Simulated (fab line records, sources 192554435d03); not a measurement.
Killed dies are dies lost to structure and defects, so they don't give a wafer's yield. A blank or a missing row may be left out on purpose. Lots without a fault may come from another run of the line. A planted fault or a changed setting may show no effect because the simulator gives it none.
Split-lot experiment | flow n5_finfet | 7 lots, 21 wafers read, on a route of 1938 steps

THE SPLIT
At N5_MIM_BOT_ETCH_ETCH_04 (etches SiNx in CF4/O2, target depth 26 nm, time 13 s), the setting source_w was moved away from the recipe's 535 W on 11 of the 21 wafers read, by -10.0% to +17.8%. The other wafers ran this setting at the recipe's value.

The reading is taken at the split's own step.

THE READING
rf_vpp_V, in V, at N5_MIM_BOT_ETCH_ETCH_04 (etches SiNx in CF4/O2, target depth 26 nm, time 13 s). Fault-free wafers of this fab line usually give 242 V, standard deviation 4.7 V.

wafer  | tool, chamber at the split | source_w as run, W | against the recipe | rf_vpp_V, V | against lot-mates on the recipe
L078.2 | rie_diel-06, 2             | 535                | recipe             | 237         | -
L078.3 | rie_diel-06, 0             | 481.5              | -10.0%             | 262         | +25
L078.5 | rie_diel-06, 3             | 481.5              | -10.0%             | 254         | +17
L085.1 | rie_diel-06, 2             | 535                | recipe             | 237         | -
L085.4 | rie_diel-06, 0             | 493                | -7.9%              | 258         | +16
L085.5 | rie_diel-06, 0             | 535                | recipe             | 246         | -
L086.1 | rie_diel-06, 2             | 625                | +16.8%             | 219         | -20
L086.5 | rie_diel-06, 1             | 535                | recipe             | 239         | -
L086.6 | rie_diel-06, 2             | 625                | +16.8%             | 218         | -21
L092.1 | rie_diel-05, 3             | 565.7              | +5.7%              | 238         | -6
L092.4 | rie_diel-05, 0             | 565.7              | +5.7%              | 226         | -18
L092.6 | rie_diel-05, 3             | 535                | recipe             | 244         | -
L093.2 | rie_diel-05, 0             | 509.9              | -4.7%              | 238         | no lot-mate on the recipe
L093.4 | rie_diel-05, 3             | 509.9              | -4.7%              | 251         | no lot-mate on the recipe
L093.6 | rie_diel-05, 2             | 509.9              | -4.7%              | 253         | no lot-mate on the recipe
L094.2 | rie_diel-06, 1             | 630.4              | +17.8%             | 221         | -24
L094.3 | rie_diel-06, 0             | 535                | recipe             | 246         | -
L094.6 | rie_diel-06, 3             | 535                | recipe             | 245         | -
L096.1 | rie_diel-06, 1             | 535                | recipe             | 238         | -
L096.2 | rie_diel-06, 3             | 535                | recipe             | 243         | -
L096.3 | rie_diel-06, 0             | 535                | recipe             | 248         | -

THE FIT
A straight line over all 21 wafers: rf_vpp_V changes by -1.42 V for each +1% of source_w; r = -0.92; the points scatter about the line by 4.9 V.
The same after taking each lot's own level away (the mean of its wafers on the recipe; 18 wafers): -1.53 V for each +1%; r = -0.94; scatter 4.6 V.
On that fit, the largest move of source_w shifts the reading by 27 V.
The lots' own levels span 237.0 to 245.5 V, that is 1.8 times the standard deviation above.
So the lot-to-lot level changes the slope little: the two slopes agree.
Check: with one of the wafers moved furthest among these (+17.8%) left out of the fit, the line predicts -26.7 V for it against its lot-mates. It came out at -24.5 V against them.
Tool readings at the split's step, against how far the setting was moved: rf_vpp_V r = -0.92.

OTHER SPLITS ON THESE WAFERS
These wafers also went through other splits before the reading. Each is held against what the fit with the lots' levels taken away leaves over:
other split on the same wafers        | wafers away from the commonest value | r with rf_vpp_V (lot level and that fit taken away)
N5_BEOL_M14_DEVELOP_27 develop_time_s | 4                                    | +0.08
N5_BEOL_M15_SPUTTER_44 power_w        | 11                                   | -0.16

THE WHOLE CHAIN: every reading that the file lists as answering this split, in the file's order
step                    | what it does                                         | reading                                                        | change (the file's fit)               | r (the file's)
N5_MIM_BOT_ETCH_ETCH_04 | etches SiNx in CF4/O2, target depth 26 nm, time 13 s | rf_vpp_V                                                       | -1.49 V for each +1% of the setting   | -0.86
N5_MIM_BOT_ETCH_ETCH_04 | etches SiNx in CF4/O2, target depth 26 nm, time 13 s | etch.depth_nm (the simulator's own value, which no gauge read) | +0.215 nm for each +1% of the setting | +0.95

THE FILE'S OWN FIT
rf_vpp_V changes by -1.49 V for each +1% of source_w, r = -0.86.
